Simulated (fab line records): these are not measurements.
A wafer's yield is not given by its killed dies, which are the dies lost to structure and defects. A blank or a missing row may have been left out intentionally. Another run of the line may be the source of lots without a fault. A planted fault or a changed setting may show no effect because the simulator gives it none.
Comparing a struck lot with a sound one / flow nand_harc / 13 steps out of a route of 1302
Sound: these wafers, L665.1, L665.3, L665.5. The struck wafers were L674.1, L674.5, L674.6. Last of all comes the cause.
At each step with rows: each side's tool, then ch and its chambers, then its first start. Under that, the readings that differ: sound wafers / struck wafers / difference of the means / sigmas: that difference in standard deviations of wafers without a fault.
alike: readings whose means differ by less than 2 such deviations, and words and numbers that are the same on both sides. not compared: withheld readings, readings that some wafer has no value for, bounds like >300 that may hide the same value, and numbers for which the record gives no deviation and whose values overlap.
The two part at a step that has a row with sigmas, a row that says differs or no value, or rows on one side only. Non-overlapping numbers with no deviation appear without sigmas and do not part them. A reading missing from all wafers of one side parts the sides only when that side holds two or more wafers.

NHARC_A_ONON_D1_INSPECT_32:
  struck on defect_inspect-02, day 12 05:20; sound on defect_inspect-02, day 8 13:44
  alike: raw_defect_count
NHARC_A_CHANNEL_HOLE_D1_DEP_00: deposits aC, target thk 3100 nm.
  sound on acl_dep-01 ch 0, day 8 15:27; struck on acl_dep-01 ch 0, day 12 05:43
  alike: throttle_valve_pct
NHARC_A_CHANNEL_HOLE_D1_DEP_01: deposits SiON, target thk 140 nm.
  sound on pecvd-04 ch 0,1, day 8 17:28; struck on pecvd-03 ch 0,1,2, day 12 07:39
  alike: heater_power_w
then, 8 steps without rows for these wafers: NHARC_A_CHANNEL_HOLE_D1_DEHYDRATE_02 (time 120 s); NHARC_A_CHANNEL_HOLE_D1_HMDS_03 (time 30 s); NHARC_A_CHANNEL_HOLE_D1_COAT_36 (time 75 s); NHARC_A_CHANNEL_HOLE_D1_COAT_37 (time 65 s); NHARC_A_CHANNEL_HOLE_D1_COAT_04 (resist thk 90 nm); NHARC_A_CHANNEL_HOLE_D1_SOFTBAKE_05 (time 55 s); NHARC_A_CHANNEL_HOLE_D1_EBR_06; NHARC_A_CHANNEL_HOLE_D1_EXPOSE_07 (exposes mask HOLE D1, target cd 100 nm).
NHARC_A_CHANNEL_HOLE_D1_PEB_08: peb time 65 s.
  sound on litho_track-04 ch 0, day 8 17:57; struck on litho_track-01, day 12 08:10
  no value came back on the struck wafers for chill_plate_temp_C (C), exhaust_pa (Pa), plate_temp_C (C); on the sound wafers chill_plate_temp_C (C) reads 22.88 23.03 22.89
then, 1 step without rows for these wafers: NHARC_A_CHANNEL_HOLE_D1_DEVELOP_09 (develop time 35 s).

WHERE THEY PART
Only at NHARC_A_CHANNEL_HOLE_D1_PEB_08, as far as this record shows.

WHY: what had been put in by the simulator
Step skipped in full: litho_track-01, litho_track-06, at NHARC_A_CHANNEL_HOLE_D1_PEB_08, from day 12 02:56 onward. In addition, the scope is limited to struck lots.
